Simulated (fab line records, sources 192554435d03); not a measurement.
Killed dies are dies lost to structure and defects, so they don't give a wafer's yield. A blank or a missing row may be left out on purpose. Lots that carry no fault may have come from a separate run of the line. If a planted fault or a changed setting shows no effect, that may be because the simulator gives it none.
fab line records	flow n5Finfet
[record] lots = 24	wafers = 72	lastDay = 18
route steps=1938 shown BEOL_M2@906 BEOL_M3@948
lots with no fault: from the same line, run without faults
startH: hours from the record's opening day to when the first of the lot's shown wafers began	waitH: hours since the lot's step before	" repeats the value in the row above	L1.1+2: several wafers, shown together as one row	- no value present, or no start provided	* or withheld: withheld	< > ~ a bound
route shown NAME@n: NAME is a module with steps in the file, n the number in the route of the first one	usual: mean/standard deviation of fault-free wafers	same: alike in all rows	chamber/n: place in a boat	sites: per-site readings	_std_site: the values' standard deviation	_edge_site: mean of outer sites minus mean of inner sites	radiusMm: how far each site lies from the wafer's centre	mask NAME#n: copy n	behind: the tool/chamber that last shaped the wafer	hold: what put the lot on hold/how long, in hours/how the hold closed	device: whichever transistor did not switch (one of n, p or np)	end of line: at the end of the route, the tests of the same wafers	a step given without rows: its recipe and nothing more	killed: dies that structure and defects cost at the first sort, which is not the same as the wafer's yield	map: the dies of a wafer, with x for killed, . for not killed, _ for no die there
set.NAME: the setting the step ran with; set.NAME@STEP: the setting that earlier step ran with	model.NAME: the simulator's own value behind a step, which no gauge read
a sample of lots followed through the steps of the route, with each step as a table and each wafer as a row
services: when a tool's chamber went out of use (startH, in hours from the record's first day, below 0 if earlier), for how many hours, and the reason
[[steps]]
[step N5_BEOL_M2_SPUTTER_79]
[recipe] material = Cu	targetThkA = 45	tempC = -20	chamberPressurePa = 0.07	powerW = withheld	timeS = 8.29
[usual] throttleValvePct = 30.4/1.3
lot.wafer	tool	chamber	startH	waitH	throttleValvePct
L074.1	pvdSputter-03	-	135.21	0.1	29.1
L074.3	"	-	"	"	29.1
L074.6	"	-	"	"	28.8
L075.1	pvdSputter-02	-	152.92	0.1	31.0
L075.3	"	-	"	"	30.8
L075.4	"	-	"	"	28.9
L076.1	pvdSputter-03	-	165.12	0.1	28.4
L076.3	"	-	"	"	28.7
L076.6	"	-	"	"	32.2
L077.1	pvdSputter-01	-	165.73	0.1	28.6
L077.3	"	-	"	"	30.1
L077.6	"	-	"	"	28.5
L078.2	pvdSputter-02	-	169.35	0.1	30.0
L078.4	"	-	"	"	30.6
L078.5	"	-	"	"	31.0
L079.1	pvdSputter-03	-	170.80	0.1	32.2
L079.3	"	-	"	"	28.6
L079.4	"	-	"	"	29.1
L080.2	pvdSputter-02	-	182.41	0.1	30.8
L080.4	"	-	"	"	30.7
L080.5	"	-	"	"	28.9
L081.1	pvdSputter-02	-	186.31	0.1	29.0
L081.4	"	-	"	"	30.3
L081.5	"	-	"	"	30.9
L082.1	pvdSputter-02	-	200.00	0.1	30.5
L082.3	"	-	"	"	29.0
L082.5	"	-	"	"	29.2
L083.1	pvdSputter-03	-	200.16	0.1	31.6
L083.5	"	-	"	"	28.3
L083.6	"	-	"	"	32.2
L084.2	pvdSputter-02	-	203.18	0.1	28.9
L084.3	"	-	"	"	30.6
L084.5	"	-	"	"	30.9
L085.3	pvdSputter-03	-	209.18	0.1	31.5
L085.5	"	-	"	"	31.4
L085.6	"	-	"	"	28.8
L086.1	pvdSputter-02	-	224.31	0.1	29.0
L086.3	"	-	"	"	30.0
L086.4	"	-	"	"	30.9
L087.2	pvdSputter-02	-	226.19	0.1	30.7
L087.3	"	-	"	"	30.2
L087.5	"	-	"	"	31.0
L089.1	pvdSputter-01	-	236.04	0.1	31.9
L089.5	"	-	"	"	30.1
L089.6	"	-	"	"	31.9
L088.1	pvdSputter-02	-	247.40	0.1	29.0
L088.4	"	-	"	"	30.7
L088.5	"	-	"	"	30.9
L091.3	pvdSputter-01	-	247.57	0.1	31.5
L091.4	"	-	"	"	30.5
L091.6	"	-	"	"	31.9
L090.1	pvdSputter-03	-	251.33	0.1	28.6
L090.3	"	-	"	"	28.8
L090.5	"	-	"	"	32.4
L092.3	pvdSputter-03	-	253.17	0.1	29.1
L092.4	"	-	"	"	31.6
L092.6	"	-	"	"	28.7
L093.3	pvdSputter-03	-	259.67	0.1	32.2
L093.4	"	-	"	"	29.0
L093.6	"	-	"	"	31.7
L094.1	pvdSputter-01	-	271.73	0.1	31.3
L094.5	"	-	"	"	31.9
L094.6	"	-	"	"	30.4
L095.2	pvdSputter-01	-	275.43	0.1	32.0
L095.4	"	-	"	"	31.4
L095.6	"	-	"	"	28.4
L096.1	pvdSputter-01	-	279.43	0.1	30.3
L096.5	"	-	"	"	31.3
L096.6	"	-	"	"	32.0
L097.1	pvdSputter-03	-	283.80	0.1	28.7
L097.2	"	-	"	"	29.0
L097.3	"	-	"	"	32.1
[step N5_BEOL_M2_THK_MEAS_53]
[recipe] thkMeasGauge = xrf	reads = Cu_of_BEOL_M2_ECD_50
[usual] M2_THK = 39.8/1.7
lot.wafer	tool	chamber	startH	waitH	M2_THK[nm]
L074.1	filmMetro-02	-	141.32	-	41.8
L074.3	"	-	"	"	39.3
L074.6	"	-	"	"	39.9
L075.1	filmMetro-01	-	155.70	-	39.5
L075.3	"	-	"	"	38.0
L075.4	"	-	"	"	39.0
L076.1	filmMetro-01	-	176.10	-	41.3
L076.3	"	-	"	"	43.0
L076.6	"	-	"	"	41.0
L077.1	filmMetro-02	-	176.76	-	40.7
L077.3	"	-	"	"	39.7
L077.6	"	-	"	"	39.2
L078.2	filmMetro-01	-	177.97	-	35.4
L078.4	"	-	"	"	37.3
L078.5	"	-	"	"	37.1
L079.1	filmMetro-01	-	179.43	-	40.3
L079.3	"	-	"	"	38.1
L079.4	"	-	"	"	37.2
L080.2	filmMetro-01	-	188.00	-	40.1
L080.4	"	-	"	"	40.1
L080.5	"	-	"	"	39.3
L081.1	filmMetro-01	-	189.60	-	39.8
L081.4	"	-	"	"	41.0
L081.5	"	-	"	"	40.1
L082.1	filmMetro-02	-	202.35	-	36.9
L082.3	"	-	"	"	39.0
L082.5	"	-	"	"	39.1
L083.1	filmMetro-01	-	202.59	-	36.8
L083.5	"	-	"	"	37.7
L083.6	"	-	"	"	40.1
L084.2	filmMetro-02	-	205.52	-	40.3
L084.3	"	-	"	"	39.0
L084.5	"	-	"	"	41.7
L085.3	filmMetro-01	-	211.51	-	37.3
L085.5	"	-	"	"	38.8
L085.6	"	-	"	"	38.9
L086.1	filmMetro-02	-	226.63	-	41.9
L086.3	"	-	"	"	42.0
L086.4	"	-	"	"	39.4
L087.2	filmMetro-02	-	228.52	-	39.0
L087.3	"	-	"	"	40.3
L087.5	"	-	"	"	40.2
L089.1	filmMetro-01	-	238.44	-	39.8
L089.5	"	-	"	"	39.8
L089.6	"	-	"	"	42.2
L088.1	filmMetro-02	-	249.76	0.2	36.9
L088.4	"	-	"	"	37.6
L088.5	"	-	"	"	39.6
L091.3	filmMetro-02	-	250.00	-	38.4
L091.4	"	-	"	"	40.4
L091.6	"	-	"	"	39.4
L090.1	filmMetro-02	-	253.82	-	40.5
L090.3	"	-	"	"	39.3
L090.5	"	-	"	"	39.7
L092.3	filmMetro-02	-	256.06	-	39.6
L092.4	"	-	"	"	38.3
L092.6	"	-	"	"	39.2
L093.3	filmMetro-02	-	262.00	-	42.2
L093.4	"	-	"	"	41.0
L093.6	"	-	"	"	42.0
L094.1	filmMetro-01	-	274.05	-	38.9
L094.5	"	-	"	"	39.8
L094.6	"	-	"	"	38.1
L095.2	filmMetro-01	-	277.76	-	39.5
L095.4	"	-	"	"	42.6
L095.6	"	-	"	"	39.4
L096.1	filmMetro-02	-	281.75	-	39.1
L096.5	"	-	"	"	41.1
L096.6	"	-	"	"	40.2
L097.1	filmMetro-02	-	286.13	-	38.8
L097.2	"	-	"	"	40.5
L097.3	"	-	"	"	42.1
[step N5_BEOL_M2_CO_CAP_55]
[recipe] material = Co	targetThkA = 20	tempC = 200	precursor = CCTBA/H2	pressureTorr = 30	timeS = 102.1
[usual] heaterPowerW = 258/34
lot.wafer	tool	chamber	startH	waitH	heaterPowerW
L074.1	cvdCo-02	2	141.39	0.0	299
L074.3	"	0	"	"	229
L074.6	"	0	"	"	232
L075.1	cvdCo-01	2	155.78	0.0	231
L075.3	"	1	"	"	309
L075.4	"	2	"	"	232
L076.1	cvdCo-02	0	176.18	0.0	231
L076.3	"	2	"	"	290
L076.6	"	2	"	"	294
L077.1	cvdCo-01	1	176.84	0.0	309
L077.3	"	0	"	"	219
L077.6	"	2	"	"	236
L078.2	cvdCo-01	1	178.05	0.0	309
L078.4	"	0	"	"	231
L078.5	"	2	"	"	231
L079.1	cvdCo-01	0	179.51	0.0	220
L079.3	"	1	"	"	307
L079.4	"	1	"	"	309
L080.2	cvdCo-02	1	188.07	0.0	262
L080.4	"	1	"	"	252
L080.5	"	0	"	"	227
L081.1	cvdCo-01	0	189.68	0.0	224
L081.4	"	2	"	"	235
L081.5	"	0	"	"	224
L082.1	cvdCo-01	0	202.43	0.0	227
L082.3	"	1	"	"	310
L082.5	"	1	"	"	305
L083.1	cvdCo-01	0	202.67	0.0	227
L083.5	"	1	"	"	307
L083.6	"	0	"	"	225
L084.2	cvdCo-01	0	205.59	0.0	220
L084.3	"	1	"	"	302
L084.5	"	2	"	"	228
L085.3	cvdCo-02	1	211.59	0.0	256
L085.5	"	1	"	"	269
L085.6	"	2	"	"	296
L086.1	cvdCo-02	2	226.71	0.0	295
L086.3	"	1	"	"	255
L086.4	"	0	"	"	231
L087.2	cvdCo-02	1	228.59	0.0	258
L087.3	"	0	"	"	233
L087.5	"	1	"	"	257
L089.1	cvdCo-02	2	238.64	0.0	300
L089.5	"	1	"	"	260
L089.6	"	2	"	"	295
L088.1	cvdCo-01	1	249.83	0.0	299
L088.4	"	1	"	"	300
L088.5	"	0	"	"	228
L091.3	cvdCo-01	1	250.08	0.0	312
L091.4	"	1	"	"	299
L091.6	"	0	"	"	229
L090.1	cvdCo-02	1	253.89	0.0	257
L090.3	"	2	"	"	299
L090.5	"	2	"	"	298
L092.3	cvdCo-01	0	256.13	0.0	226
L092.4	"	1	"	"	304
L092.6	"	0	"	"	227
L093.3	cvdCo-01	0	262.08	0.0	225
L093.4	"	1	"	"	307
L093.6	"	0	"	"	225
L094.1	cvdCo-01	1	274.13	0.0	303
L094.5	"	2	"	"	235
L094.6	"	0	"	"	228
L095.2	cvdCo-02	0	277.83	0.0	232
L095.4	"	2	"	"	303
L095.6	"	1	"	"	257
L096.1	cvdCo-01	1	281.90	0.0	312
L096.5	"	2	"	"	238
L096.6	"	1	"	"	309
L097.1	cvdCo-01	2	286.21	0.0	229
L097.2	"	1	"	"	307
L097.3	"	0	"	"	223
[step N5_BEOL_M3_ETCH_74]
[recipe] chemistry = N2/H2	target = underlayer	targetDepthA = 65	maskMaterial = CAR-EUV	timeS = 5.2	ionEnergyEv = 200	pressureMtorr = 30	sourceW = 840	biasW = 150	n2FlowSccm = 200	h2FlowSccm = 200	ends = cleared
[usual] drypumpMotorCurrentA = 5.7/0.41	etchRfOnTimeS = 5.20/0.11	oesProductAu = 0.71/0.068	rfVppV = 524.7/2	showerheadPlenumPTorr = 2.57/0.069	throttleValvePct = 17.82/0.25
lot.wafer	tool	chamber	startH	waitH	drypumpMotorCurrentA	etchRfOnTimeS	oesProductAu	rfHoursCounterH	rfVppV	showerheadPlenumPTorr	throttleValvePct
L074.1	rieDiel-04	0	142.35	0.0	5.9	5.13	0.67	126	524.1	2.54	17.58
L074.3	"	2	"	"	6.4	4.99	0.76	39	524.4	2.60	18.01
L074.6	"	2	"	"	6.4	4.99	0.77	-	526.6	2.60	18.05
L075.1	rieDiel-02	3	158.06	0.0	5.2	5.30	0.60	165	526.9	2.66	18.20
L075.3	"	2	"	"	5.6	5.34	0.63	154	523.3	2.53	17.54
L075.4	"	1	"	"	4.9	5.43	0.58	245	525.9	2.60	17.87
L076.1	rieDiel-04	0	177.24	0.0	5.9	5.14	0.65	137	523.8	2.54	17.61
L076.3	"	2	"	"	6.4	5.11	0.75	46	524.9	2.60	18.06
L076.6	"	3	"	"	5.7	5.30	0.74	-	524.6	2.61	18.00
L077.1	rieDiel-04	2	177.92	0.0	6.4	5.00	0.76	46	525.2	2.60	18.06
L077.3	"	0	"	"	5.9	5.14	0.66	137	522.5	2.54	17.63
L077.6	"	1	"	"	5.4	5.06	0.82	-	522.7	2.49	17.69
L078.2	rieDiel-04	3	179.36	0.0	5.7	5.29	0.74	37	525.7	2.61	18.00
L078.4	"	1	"	"	5.4	5.10	0.81	9	523.1	2.49	17.70
L078.5	"	1	"	"	5.4	5.11	0.81	-	523.6	2.49	17.69
L079.1	rieDiel-05	0	180.76	0.0	6.2	5.26	0.64	167	527.6	2.65	18.17
L079.3	"	2	"	"	5.5	5.39	0.75	37	523.7	2.60	17.71
L079.4	"	1	"	"	5.6	5.00	0.66	151	523.6	2.53	17.69
L080.2	rieDiel-04	1	189.32	0.0	5.4	5.10	0.80	13	523.0	2.49	17.71
L080.4	"	2	"	"	6.4	5.00	0.74	50	526.1	2.60	18.03
L080.5	"	3	"	"	5.7	5.26	0.74	-	524.2	2.61	18.01
L081.1	rieDiel-04	0	192.11	0.0	5.9	5.13	0.65	141	525.0	2.53	17.66
L081.4	"	1	"	"	5.4	5.11	0.79	13	523.1	2.49	17.73
L081.5	"	3	"	"	5.7	5.26	0.74	-	526.8	2.61	18.04
L082.1	rieDiel-04	3	205.91	0.0	5.7	5.26	0.73	45	526.3	2.61	18.00
L082.3	"	2	"	"	6.4	5.07	0.75	54	523.3	2.59	18.06
L082.5	"	2	"	"	6.4	5.09	0.74	-	524.9	2.59	18.05
L083.1	rieDiel-02	3	206.26	0.0	5.2	5.34	0.60	177	527.2	2.65	18.20
L083.5	"	3	"	"	5.2	5.27	0.61	-	527.6	2.65	18.22
L083.6	"	0	"	"	5.4	5.24	0.81	-	528.2	2.74	17.65
L084.2	rieDiel-04	3	208.03	0.0	5.7	5.24	0.73	46	528.6	2.61	18.04
L084.3	"	0	"	"	5.9	5.14	0.65	146	523.3	2.53	17.62
L084.5	"	2	"	"	6.4	5.05	0.74	-	522.9	2.59	18.07
L085.3	rieDiel-04	3	213.29	0.0	5.7	5.35	0.71	48	527.0	2.61	18.02
L085.5	"	3	"	"	5.8	5.36	0.72	-	525.6	2.61	18.01
L085.6	"	0	"	"	5.9	5.25	0.65	-	522.1	2.53	17.62
L086.1	rieDiel-02	0	229.21	0.0	5.3	5.30	0.78	14	529.4	2.74	17.66
L086.3	"	1	"	"	4.9	5.27	0.81	5	527.9	2.60	17.50
L086.4	"	3	"	"	5.2	5.40	0.58	185	525.3	2.65	18.23
L087.2	rieDiel-05	0	230.24	0.0	6.2	5.26	0.62	186	526.6	2.64	18.23
L087.3	"	1	"	"	5.6	5.03	0.64	168	526.5	2.52	17.72
L087.5	"	3	"	"	5.6	5.18	0.76	-	522.1	2.47	17.42
L089.1	rieDiel-05	2	241.20	0.0	5.5	5.40	0.72	59	523.7	2.59	17.75
L089.5	"	0	"	"	6.2	5.28	0.62	-	526.8	2.64	18.25
L089.6	"	1	"	"	5.6	5.09	0.63	-	524.8	2.52	17.73
L088.1	rieDiel-04	1	251.36	0.0	5.4	5.11	0.76	31	522.5	2.48	17.73
L088.4	"	2	"	"	6.4	5.10	0.74	68	525.7	2.59	18.10
L088.5	"	2	"	"	6.4	5.17	0.72	-	525.0	2.59	18.09
L091.3	rieDiel-04	1	252.26	0.0	5.4	5.10	0.76	31	522.9	2.48	17.71
L091.4	"	0	"	"	5.9	5.15	0.64	157	524.8	2.53	17.65
L091.6	"	1	"	"	5.4	5.07	0.77	-	520.6	2.48	17.74
L090.1	rieDiel-04	1	255.61	0.0	5.4	5.05	0.77	32	523.5	2.48	17.72
L090.3	"	3	"	"	5.7	5.29	0.70	59	526.3	2.60	18.04
L090.5	"	0	"	"	5.9	5.13	0.65	-	523.7	2.53	17.66
L092.3	rieDiel-04	1	258.67	0.0	5.4	5.08	0.76	33	522.6	2.48	17.73
L092.4	"	0	"	"	5.9	5.11	0.64	160	524.3	2.53	17.68
L092.6	"	0	"	"	5.9	5.11	0.65	-	524.1	2.53	17.65
L093.3	rieDiel-02	1	264.21	0.0	4.9	5.36	0.78	18	524.8	2.59	17.53
L093.4	"	1	"	"	4.9	5.43	0.77	-	525.7	2.59	17.50
L093.6	"	0	"	"	5.4	5.28	0.76	-	527.1	2.73	17.68
L094.1	rieDiel-05	3	275.66	0.0	5.6	5.12	0.74	46	524.2	2.46	17.45
L094.5	"	0	"	"	6.2	5.23	0.61	-	525.0	2.63	18.24
L094.6	"	3	"	"	5.6	5.14	0.75	-	521.4	2.46	17.45
L095.2	rieDiel-02	2	279.51	0.0	5.6	5.25	0.63	186	526.1	2.52	17.60
L095.4	"	1	"	"	4.9	5.31	0.77	22	524.2	2.59	17.51
L095.6	"	3	"	"	5.2	5.35	0.59	-	526.2	2.64	18.25
L096.1	rieDiel-02	2	283.20	0.0	5.6	5.23	0.62	188	523.2	2.52	17.60
L096.5	"	1	"	"	4.9	5.29	0.76	-	524.0	2.59	17.54
L096.6	"	0	"	"	5.4	5.18	0.75	-	528.3	2.73	17.69
L097.1	rieDiel-02	3	292.94	0.0	5.1	5.32	0.57	202	524.8	2.64	18.25
L097.2	"	1	"	"	4.9	5.39	0.74	26	527.5	2.59	17.52
L097.3	"	2	"	"	5.6	5.28	0.62	191	521.9	2.52	17.59
[step N5_BEOL_M3_STRIP_97]
[recipe] chemistry = N2/H2	timeS = 10	powerW = 450	tempC = 40	pressureMtorr = 20	rfFrequencyHz = 6e+07	biasPowerW = 7	n2FlowSccm = 200	h2FlowSccm = 200
[usual] drypumpMotorCurrentA = 5.6/0.39	oesProductAu = 0.83/0.086	rfVppV = 59.2/0.82	showerheadPlenumPTorr = 2.57/0.073	throttleValvePct = 23.6/0.34
lot.wafer	tool	chamber	startH	waitH	drypumpMotorCurrentA	oesProductAu	rfHoursCounterH	rfVppV	showerheadPlenumPTorr	throttleValvePct
L074.1	rieDiel-05	0	-	-	6.2	0.74	159	60.4	2.65	24.0
L074.3	"	1	"	"	5.6	0.76	143	59.8	2.53	23.5
L074.6	"	0	"	"	6.2	0.73	-	59.9	2.65	24.0
L075.1	rieDiel-04	0	-	-	5.9	0.78	133	58.9	2.53	23.3
L075.3	"	3	"	"	5.7	0.88	33	58.5	2.61	23.9
L075.4	"	1	"	"	5.4	0.97	5	57.2	2.49	23.6
L076.1	rieDiel-04	3	-	-	5.7	0.88	37	60.1	2.61	23.9
L076.3	"	1	"	"	5.4	0.95	9	59.3	2.49	23.7
L076.6	"	3	"	"	5.7	0.88	-	59.4	2.61	23.9
L077.1	rieDiel-05	2	-	-	5.5	0.90	37	59.4	2.60	23.5
L077.3	"	1	"	"	5.6	0.75	151	58.2	2.52	23.5
L077.6	"	1	"	"	5.6	0.75	-	59.0	2.52	23.5
L078.2	rieDiel-04	0	-	-	5.9	0.77	139	57.2	2.53	23.3
L078.4	"	1	"	"	5.4	0.94	11	59.2	2.49	23.7
L078.5	"	1	"	"	5.4	0.93	-	58.5	2.49	23.6
L079.1	rieDiel-04	3	-	-	5.7	0.88	38	58.7	2.61	23.9
L079.3	"	2	"	"	6.4	0.87	48	58.7	2.59	24.1
L079.4	"	1	"	"	5.4	0.93	11	59.9	2.49	23.7
L080.2	rieDiel-04	0	-	-	5.9	0.77	141	60.0	2.53	23.3
L080.4	"	1	"	"	5.4	0.94	13	57.9	2.49	23.7
L080.5	"	3	"	"	5.7	0.87	-	60.4	2.61	23.9
L081.1	rieDiel-04	0	-	-	5.9	0.76	143	57.8	2.53	23.3
L081.4	"	1	"	"	5.3	0.92	15	58.9	2.49	23.7
L081.5	"	3	"	"	5.7	0.86	-	59.0	2.61	23.9
L082.1	rieDiel-02	3	-	-	5.2	0.71	178	59.4	2.65	24.1
L082.3	"	2	"	"	5.6	0.74	169	58.1	2.52	23.2
L082.5	"	0	"	"	5.4	0.96	-	58.6	2.74	23.6
L083.1	rieDiel-04	0	-	-	5.9	0.76	148	59.6	2.53	23.3
L083.5	"	3	"	"	5.7	0.87	-	59.7	2.61	23.9
L083.6	"	0	"	"	5.9	0.77	-	57.9	2.53	23.3
L085.3	rieDiel-02	0	-	-	5.4	0.96	10	57.7	2.73	23.6
L085.5	"	0	"	"	5.4	0.96	-	59.8	2.73	23.6
L085.6	"	1	"	"	4.9	0.99	-	59.4	2.60	23.3
L084.2	rieDiel-02	2	-	-	5.6	0.74	173	59.1	2.52	23.2
L084.3	"	1	"	"	4.9	0.99	2	58.9	2.60	23.3
L084.5	"	3	"	"	5.2	0.71	-	57.5	2.65	24.1
L086.1	rieDiel-02	3	-	-	5.2	0.70	188	60.7	2.64	24.1
L086.3	"	1	"	"	4.9	0.96	8	60.7	2.59	23.3
L086.4	"	3	"	"	5.2	0.70	-	60.3	2.64	24.1
L087.2	rieDiel-02	1	-	-	4.9	0.94	8	58.9	2.59	23.3
L087.3	"	0	"	"	5.4	0.93	17	58.8	2.73	23.6
L087.5	"	2	"	"	5.6	0.74	-	60.3	2.52	23.2
L089.1	rieDiel-05	2	-	-	5.5	0.87	61	58.4	2.59	23.5
L089.5	"	2	"	"	5.5	0.87	-	58.3	2.59	23.5
L089.6	"	3	"	"	5.6	0.89	-	58.0	2.46	23.1
L088.1	rieDiel-05	3	-	-	5.6	0.87	38	59.8	2.46	23.1
L088.4	"	0	"	"	6.2	0.71	193	58.8	2.63	24.0
L088.5	"	3	"	"	5.6	0.87	-	59.9	2.46	23.1
L091.3	rieDiel-05	2	-	-	5.5	0.87	63	59.5	2.58	23.5
L091.4	"	1	"	"	5.6	0.74	176	58.9	2.51	23.5
L091.6	"	2	"	"	5.5	0.87	-	58.8	2.59	23.5
L090.1	rieDiel-05	2	-	-	5.5	0.87	64	59.7	2.58	23.5
L090.3	"	1	"	"	5.6	0.73	178	58.1	2.51	23.5
L090.5	"	3	"	"	5.6	0.88	-	58.8	2.46	23.1
L092.3	rieDiel-02	2	-	-	5.6	0.74	184	60.9	2.52	23.2
L092.4	"	1	"	"	4.9	0.93	-	59.1	2.59	23.3
L092.6	"	0	"	"	5.3	0.91	-	59.1	2.73	23.6
L093.3	rieDiel-05	1	-	-	5.6	0.73	182	58.3	2.51	23.5
L093.4	"	2	"	"	5.5	0.87	68	58.3	2.58	23.5
L093.6	"	1	"	"	5.6	0.74	-	59.7	2.51	23.5
L094.1	rieDiel-02	0	-	-	5.3	0.89	33	57.9	2.72	23.6
L094.5	"	1	"	"	4.9	0.90	-	59.5	2.59	23.3
L094.6	"	2	"	"	5.6	0.73	-	60.0	2.51	23.2
L095.2	rieDiel-04	0	-	-	5.9	0.74	168	59.2	2.52	23.3
L095.4	"	1	"	"	5.4	0.87	42	59.4	2.47	23.7
L095.6	"	1	"	"	5.4	0.86	-	58.8	2.47	23.7
L096.1	rieDiel-05	0	-	-	6.2	0.71	205	60.4	2.63	24.1
L096.5	"	2	"	"	5.5	0.86	-	60.2	2.58	23.5
L096.6	"	1	"	"	5.6	0.71	-	60.8	2.51	23.5
L097.1	rieDiel-04	2	-	-	6.4	0.82	85	59.5	2.58	24.1
L097.2	"	0	"	"	5.9	0.74	173	60.3	2.52	23.4
L097.3	"	3	"	"	5.7	0.83	74	59.0	2.59	23.9
[step N5_BEOL_M3_SPUTTER_81]
[recipe] material = Cu	targetThkA = 45	tempC = -20	chamberPressurePa = 0.07	powerW = withheld	timeS = 8.29
[usual] throttleValvePct = 30.4/1.2
lot.wafer	tool	chamber	startH	waitH	throttleValvePct
L074.1	pvdSputter-02	-	150.04	0.1	28.8
L074.3	"	-	"	"	30.5
L074.6	"	-	"	"	29.0
L075.1	pvdSputter-01	-	162.43	0.1	30.4
L075.3	"	-	"	"	28.4
L075.4	"	-	"	"	30.3
L076.1	pvdSputter-01	-	180.08	0.1	31.3
L076.3	"	-	"	"	30.2
L076.6	"	-	"	"	32.1
L077.1	pvdSputter-02	-	180.79	0.1	31.0
L077.3	"	-	"	"	30.2
L077.6	"	-	"	"	30.5
L078.2	pvdSputter-01	-	186.57	0.1	31.8
L078.4	"	-	"	"	31.4
L078.5	"	-	"	"	31.9
L079.1	pvdSputter-03	-	187.28	0.1	28.7
L079.3	"	-	"	"	32.0
L079.4	"	-	"	"	28.6
L080.2	pvdSputter-02	-	193.04	0.1	29.0
L080.4	"	-	"	"	30.7
L080.5	"	-	"	"	30.9
L081.1	pvdSputter-01	-	200.02	0.1	31.4
L081.4	"	-	"	"	28.9
L081.5	"	-	"	"	28.6
L082.1	pvdSputter-03	-	211.24	0.1	32.1
L082.3	"	-	"	"	28.7
L082.5	"	-	"	"	32.2
L083.1	pvdSputter-01	-	214.17	0.1	30.4
L083.5	"	-	"	"	28.6
L083.6	"	-	"	"	30.0
L085.3	pvdSputter-01	-	218.61	0.1	31.1
L085.5	"	-	"	"	28.6
L085.6	"	-	"	"	30.3
L084.2	pvdSputter-03	-	218.98	0.1	29.1
L084.3	"	-	"	"	32.3
L084.5	"	-	"	"	28.9
L086.1	pvdSputter-02	-	238.94	0.1	30.9
L086.3	"	-	"	"	29.1
L086.4	"	-	"	"	30.1
L087.2	pvdSputter-03	-	239.31	0.1	28.6
L087.3	"	-	"	"	31.5
L087.5	"	-	"	"	28.5
L089.1	pvdSputter-03	-	246.98	0.1	28.7
L089.5	"	-	"	"	29.0
L089.6	"	-	"	"	31.3
L088.1	pvdSputter-02	-	254.41	0.1	31.1
L088.4	"	-	"	"	28.9
L088.5	"	-	"	"	29.1
L091.3	pvdSputter-01	-	256.94	0.1	30.1
L091.4	"	-	"	"	28.7
L091.6	"	-	"	"	32.1
L090.1	pvdSputter-02	-	260.07	0.1	30.2
L090.3	"	-	"	"	29.0
L090.5	"	-	"	"	30.7
L093.3	pvdSputter-03	-	269.80	0.1	28.5
L093.4	"	-	"	"	31.5
L093.6	"	-	"	"	32.0
L092.3	pvdSputter-01	-	269.91	0.1	32.1
L092.4	"	-	"	"	30.1
L092.6	"	-	"	"	31.5
L094.1	pvdSputter-02	-	286.59	0.1	30.2
L094.5	"	-	"	"	30.3
L094.6	"	-	"	"	30.8
L095.2	pvdSputter-03	-	287.02	0.1	28.6
L095.4	"	-	"	"	29.1
L095.6	"	-	"	"	28.6
L096.1	pvdSputter-02	-	290.27	0.1	31.0
L096.5	"	-	"	"	30.9
L096.6	"	-	"	"	30.3
L097.1	pvdSputter-02	-	305.67	0.1	30.6
L097.2	"	-	"	"	28.9
L097.3	"	-	"	"	30.9
[[services]]
tool	chamber	startH	hours	kind
rieDiel-05	1	112.71	3.3	repair
cvdCo-01	1	115.10	-	clean
cvdCo-01	1	115.10	22.0	scheduledDown
cvdCo-01	1	115.10	22.0	ventCycle
rieDiel-04	2	143.32	5.9	repair
rieDiel-04	-	144.48	0.2	repair
pvdSputter-03	-	144.93	4.2	repair
rieDiel-02	2	145.20	5.7	repair
rieDiel-02	0	162.78	-	clean
rieDiel-02	0	162.78	-	consumableReplace:focusRing
rieDiel-02	0	162.78	-	consumableReplace:showerhead
rieDiel-02	-	174.67	14.6	pm
pvdSputter-03	-	178.36	1.0	repair
rieDiel-02	0	190.78	2.9	repair
cvdCo-02	-	195.30	6.0	pm
rieDiel-02	3	201.95	4.0	repair
rieDiel-05	3	210.20	15.3	repair
cvdCo-02	-	215.45	1.5	repair
cvdCo-02	1	240.53	10.1	repair
rieDiel-02	3	264.08	11.4	repair
rieDiel-02	-	271.71	2.8	pm
cvdCo-02	0	290.57	66.4	repair
cvdCo-01	-	298.11	6.9	pm
rieDiel-02	-	300.28	4.0	repair
[[key]]
fault none
